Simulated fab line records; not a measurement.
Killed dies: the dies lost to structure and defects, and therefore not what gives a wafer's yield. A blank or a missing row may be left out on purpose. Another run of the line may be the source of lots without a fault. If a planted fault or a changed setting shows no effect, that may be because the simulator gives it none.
Problem report in the 8D (eight disciplines) form, filled by code	flow nand_harc	the parts of the form that need people (team, actions taken, sign-off) are left out

1. WHAT WENT WRONG
Wafers without a fault read 3.5, standard deviation 2.5; killed_at_periphery at NHARC_END_SORT_01 reads a mean of 618.3 on 6 wafers belonging to 2 lots. That is +99 or more standard deviations from the usual mean.
First seen on wafer L559.3, day 30 14:16, on prober-01. The record holds 6 wafers of 2 lots with a number at this step. Rule for "out", or "out of limits": more than 4 standard deviations from the usual mean. The rest of the wafers with a number are treated as sound.

2. WHAT IT IS, AND WHAT IT ISN'T
question	is	is not
which readings at this step	killed_at_periphery, killed_dies	killed_at_array, killed_at_other, killed_open, killed_short
which lots	L559, L560	-
which wafers of those lots	all that have a number	-
read on which gauges	prober-01	-
when	from day 30 14:16	up to then (0 sound wafers)

3. WHAT RULES OUT EACH SUSPECT
Counting: any tool at a process step up to the reading is kept as a suspect provided that every lot that is out went through it and no sound lot did after the first of them.
- the gauge at NHARC_END_SORT_01: kept. All the wafers that are out were read on prober-01, and no step on other tools shows them out.
- rie_si-06 at NHARC_P_STI_ETCH_15 (etches the open film in HBr/Cl2, target depth 300 nm, time 100.1 s): kept. It ran every lot that is out, first L559 (day 9 11:25), and no sound lot after that.
- cmp-03 at NHARC_P_STI_CMP_21 (polishes, t overpolish 20 s, target thk 380.67 nm): kept. It ran every lot that is out, first L559 (day 10 08:56), and no sound lot after that.
After the count, these remain: rie_si-06 at NHARC_P_STI_ETCH_15, cmp-03 at NHARC_P_STI_CMP_21 and prober-01 at NHARC_END_SORT_01.

4. THE CAUSE (what the simulator had put in)
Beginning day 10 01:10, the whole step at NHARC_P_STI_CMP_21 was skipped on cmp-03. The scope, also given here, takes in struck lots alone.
Of the 3 suspects that counting leaves, this tool is one.

5. THE CHAIN OF EFFECTS, in route order
Rows list readings where the struck wafers' mean (over those with a number) sits beyond 3 standard deviations from the usual. Readings are gone through only where the record gives a usual standard deviation; hours: the median, over the lots, of the time from a lot's start at the first step in this table giving one to that lot's start at this step; sigmas: the change measured in usual standard deviations.
hours	step	reading	usual	on struck wafers	change	sigmas
0	NHARC_END_SORT_01	killed_at_periphery	3.5	618.3	+614.8	+99 or more
0	NHARC_END_SORT_01	killed_dies	62	677	+615	+29
Readings that are blank on the struck wafers while sound wafers have them: edge_zone_pressure_frac at NHARC_P_STI_CMP_21; motor_current_A at NHARC_P_STI_CMP_21; overpolish_run_s at NHARC_P_STI_CMP_21.

6. HOW IT WOULD HAVE BEEN CAUGHT EARLIER
The first out-of-limits reading at a measuring or inspecting step in this record came at day 30 14:16, 493 hours after the fault's start at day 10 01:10.
At NHARC_P_STI_CMP_21 the tool's readings are blank on the struck wafers, where sound wafers have them: an empty tool record is the first sign, and it was there at once.
The start of NHARC_P_STI_CMP_21 on cmp-03 came by day 30 14:16 for every one of the lots that are out (2). Had the tool been put on hold then, not one of them would have been saved.
